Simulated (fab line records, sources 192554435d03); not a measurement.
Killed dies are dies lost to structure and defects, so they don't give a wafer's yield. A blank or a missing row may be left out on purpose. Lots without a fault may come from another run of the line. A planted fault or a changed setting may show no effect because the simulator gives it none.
Split-lot experiment | flow n5_finfet | 7 lots, 21 wafers read, on a route of 1938 steps

THE SPLIT
At N5_DUMMY_GATE_COAT_28 (time 60 s, resist thk 10 nm), the setting spin_rpm was moved away from the recipe's 1500 rpm on 5 of the 21 wafers read, by -6.5% to +10.8%. The other wafers ran this setting at the recipe's value.

The reading is taken at the split's own step.

THE READING
underlayer_of_DUMMY_GATE_COAT_28.thk_nm (the simulator's own value, which no gauge read), in nm, at N5_DUMMY_GATE_COAT_28 (time 60 s, resist thk 10 nm). The file gives no usual value for it.

wafer  | tool, chamber at the split | spin_rpm as run, rpm | against the recipe | underlayer_of_DUMMY_GATE_COAT_28.thk_nm, nm | against lot-mates on the recipe
L075.2 | litho_track-05, 0          | 1548                 | +3.2%              | 9.8                                         | -0.2
L075.6 | litho_track-05, 0          | 1548                 | +3.2%              | 9.8                                         | -0.2
L075.4 | litho_track-05, 0          | 1500                 | recipe             | 10                                          | -
L078.1 | litho_track-05, 0          | 1500                 | recipe             | 10                                          | -
L078.6 | litho_track-05, 0          | 1500                 | recipe             | 10                                          | -
L078.4 | litho_track-05, 0          | 1587                 | +5.8%              | 9.8                                         | -0.2
L082.2 | litho_track-02, 0          | 1500                 | recipe             | 10                                          | -
L082.3 | litho_track-02, 0          | 1500                 | recipe             | 10                                          | -
L082.6 | litho_track-02, 0          | 1500                 | recipe             | 10                                          | -
L084.1 | litho_track-04, 0          | 1500                 | recipe             | 10                                          | -
L084.2 | litho_track-04, 0          | 1500                 | recipe             | 10                                          | -
L084.3 | litho_track-04, 0          | 1500                 | recipe             | 10                                          | -
L087.4 | litho_track-02, 0          | 1500                 | recipe             | 10                                          | -
L087.6 | litho_track-02, 0          | 1500                 | recipe             | 10                                          | -
L087.5 | litho_track-02, 0          | 1662                 | +10.8%             | 9.6                                         | -0.4
L093.2 | litho_track-04, 0          | 1500                 | recipe             | 10                                          | -
L093.4 | litho_track-04, 0          | 1500                 | recipe             | 10                                          | -
L093.5 | litho_track-04, 0          | 1403                 | -6.5%              | 10.4                                        | +0.4
L096.1 | litho_track-02, 0          | 1500                 | recipe             | 10                                          | -
L096.4 | litho_track-02, 0          | 1500                 | recipe             | 10                                          | -
L096.5 | litho_track-02, 0          | 1500                 | recipe             | 10                                          | -

THE FIT
A straight line over all 21 wafers: underlayer_of_DUMMY_GATE_COAT_28.thk_nm changes by -0.0445 nm for each +1% of spin_rpm; r = -0.97; the points scatter about the line by 0.039 nm.
The same after taking each lot's own level away (the mean of its wafers on the recipe; 21 wafers): -0.0445 nm for each +1%; r = -0.97; scatter 0.039 nm.
On that fit, the largest move of spin_rpm shifts the reading by 0.48 nm.
The lots' own levels span 10.00 to 10.00 nm.
So the lot-to-lot level changes the slope little: the two slopes agree.
Check: with one of the wafers moved furthest among these (+10.8%) left out of the fit, the line predicts -0.564 nm for it against its lot-mates. It came out at -0.4 nm against them.

OTHER SPLITS ON THESE WAFERS
These wafers also went through other splits before the reading. Each is held against what the fit with the lots' levels taken away leaves over:
other split on the same wafers       | wafers away from the commonest value | r with underlayer_of_DUMMY_GATE_COAT_28.thk_nm (lot level and that fit taken away)
N5_ZERO_LAYER_COAT_05 spin_rpm       | 7                                    | +0.05
N5_ZERO_LAYER_EXPOSE_08 dose_mj      | 2                                    | +0.06
N5_WELL_APT_COAT_02 spin_rpm         | 8                                    | -0.21
N5_STI_FIN_REVEAL_ETCHBACK_08 time_s | 7                                    | -0.05
N5_DUMMY_GATE_CVD_03 temp_c          | 18                                   | -0.07

THE FILE'S OWN FIT
underlayer_of_DUMMY_GATE_COAT_28.thk_nm changes by -0.043 nm for each +1% of spin_rpm, r = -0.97.
